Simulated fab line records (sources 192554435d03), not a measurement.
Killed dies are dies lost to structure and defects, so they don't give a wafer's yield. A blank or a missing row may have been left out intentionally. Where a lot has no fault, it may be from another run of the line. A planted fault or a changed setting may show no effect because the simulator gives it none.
Split-lot study | flow n5_finfet | 7 lots, 21 wafers read, on a route of 1938 steps

THE SPLIT ITSELF
At N5_BEOL_M5_HM_DEP_02 (deposits TiN, target thk 20 nm), the setting target_thk_a was moved away from the recipe's 200 angstrom on 9 of the 21 wafers read, by -13.5% to +11.3%. The other wafers ran this setting at the recipe's value.

FROM THE SPLIT TO THE READING: what the file shows between them, 9 steps
- N5_BEOL_M5_COAT_71: time 60 s, resist thk 5 nm (also split here: spin_rpm)
- N5_BEOL_M5_COAT_05: resist thk 30 nm
- N5_BEOL_M5_EBR_07
- N5_BEOL_M5_DESCUM_16: chemistry O2, time 7 s
- N5_BEOL_M5_ETCH_72: etches underlayer in N2/H2, target depth 6.5 nm, time 5.2 s
- N5_BEOL_M5_ETCH_61: etches SiARC in CF4, target depth 15.6 nm, time 26 s
- N5_BEOL_M5_ETCH_62: etches SOC in N2/H2, target depth 75 nm, overetch 15 nm, time 112.5 s
- N5_BEOL_M5_STRIP_73: strips in N2/H2
- N5_BEOL_M5_STRIP_64: strips in CF4

THE READING
etch.depth_nm (the simulator's own value, which no gauge read), in nm, at N5_BEOL_M5_HM_OPEN_17 (chemistry Cl2/BCl3, target TiN, target depth 20 nm, overetch 6 nm). No usual value for it is given in the file. Average 20.06 nm, standard deviation 0.21 nm, over the 12 wafers here run with the recipe.

wafer  | tool, chamber at the split | target_thk_a as run, angstrom | against the recipe | etch.depth_nm, nm | against lot-mates on the recipe
L078.1 | pvd_sputter-03, -          | 216.6                         | +8.3%              | 21.4              | +1.64
L078.4 | pvd_sputter-03, -          | 216.6                         | +8.3%              | 21.33             | +1.57
L078.5 | pvd_sputter-03, -          | 200                           | recipe             | 19.76             | -
L079.1 | pvd_sputter-03, -          | 200                           | recipe             | 19.83             | -
L079.2 | pvd_sputter-03, -          | 222.7                         | +11.3%             | 22.1              | +2.28
L079.6 | pvd_sputter-03, -          | 200                           | recipe             | 19.81             | -
L080.1 | pvd_sputter-03, -          | 200                           | recipe             | 20.08             | -
L080.2 | pvd_sputter-03, -          | 200                           | recipe             | 19.89             | -
L080.3 | pvd_sputter-03, -          | 200                           | recipe             | 20.12             | -
L082.2 | pvd_sputter-01, -          | 188.1                         | -5.9%              | 18.87             | -1.32
L082.4 | pvd_sputter-01, -          | 200                           | recipe             | 20.19             | -
L082.6 | pvd_sputter-01, -          | 188.1                         | -5.9%              | 18.93             | -1.26
L083.1 | pvd_sputter-01, -          | 200                           | recipe             | 20.18             | -
L083.5 | pvd_sputter-01, -          | 200                           | recipe             | 20.34             | -
L083.6 | pvd_sputter-01, -          | 200                           | recipe             | 20.26             | -
L085.4 | pvd_sputter-02, -          | 175.4                         | -12.3%             | 17.79             | -2.62
L085.5 | pvd_sputter-02, -          | 200                           | recipe             | 20.41             | -
L085.6 | pvd_sputter-02, -          | 175.4                         | -12.3%             | 18.01             | -2.40
L097.2 | pvd_sputter-03, -          | 200                           | recipe             | 19.9              | -
L097.3 | pvd_sputter-03, -          | 173.1                         | -13.5%             | 17.31             | -2.59
L097.5 | pvd_sputter-03, -          | 173.1                         | -13.5%             | 17.17             | -2.73

THE FIT
A straight line over all 21 wafers: etch.depth_nm changes by +0.186 nm for each +1% of target_thk_a; r = +0.99; the points scatter about the line by 0.22 nm.
The same after taking each lot's own level away (the mean of its wafers on the recipe; 21 wafers): +0.2 nm for each +1%; r = +1.00; scatter 0.076 nm.
The reading moves by 2.7 nm for the largest change in target_thk_a, on that fit.
The span of the lots' own levels, 19.760 to 20.410 nm, comes to 3.1 times the standard deviation stated above.
The two slopes agree, so the slope changes little with the lot-to-lot level.
Check: with one of the wafers moved furthest among these (-13.5%) left out of the fit, the line predicts -2.74 nm for it against its lot-mates. It came out at -2.59 nm against them.

THE OTHER SPLITS THESE WAFERS WENT THROUGH
Note: prior to the reading, these wafers also went through further splits. Each is held against what the fit with the lots' levels taken away leaves over:
other split on the same wafers            | wafers away from the commonest value | r with etch.depth_nm (lot level and that fit taken away)
N5_BEOL_M0_SAQP_SPACER1_ALD_98 ald_cycles | 6                                    | -0.07
N5_BEOL_M1_ETCH_64 source_w               | 8                                    | +0.14
N5_BEOL_M1_COAT_67 spin_rpm               | 5                                    | +0.03
N5_BEOL_M2_DESCUM_33 time_s               | 5                                    | +0.12
N5_BEOL_M2_ETCH_69 bias_w                 | 4                                    | -0.13
N5_BEOL_M3_ALD_98 ald_cycles              | 12                                   | +0.28
N5_BEOL_M3_ETCH_41 target_depth_a         | 8                                    | +0.00
N5_BEOL_M5_COAT_71 spin_rpm               | 10                                   | +0.11

THE WHOLE CHAIN: every reading that the file lists as answering this split, in the file's order
step                  | what it does                                                      | reading                                                                          | change (the file's fit)               | r (the file's)
N5_BEOL_M5_HM_DEP_02  | deposits TiN, target thk 20 nm                                    | TiN_of_BEOL_M5_HM_DEP_02.thk_nm (the simulator's own value, which no gauge read) | +0.204 nm for each +1% of the setting | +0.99
N5_BEOL_M5_HM_OPEN_17 | chemistry Cl2/BCl3, target TiN, target depth 20 nm, overetch 6 nm | etch.depth_nm (the simulator's own value, which no gauge read)                   | +0.201 nm for each +1% of the setting | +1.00

FILE'S OWN FIT
etch.depth_nm changes by +0.201 nm for each +1% of target_thk_a, r = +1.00.
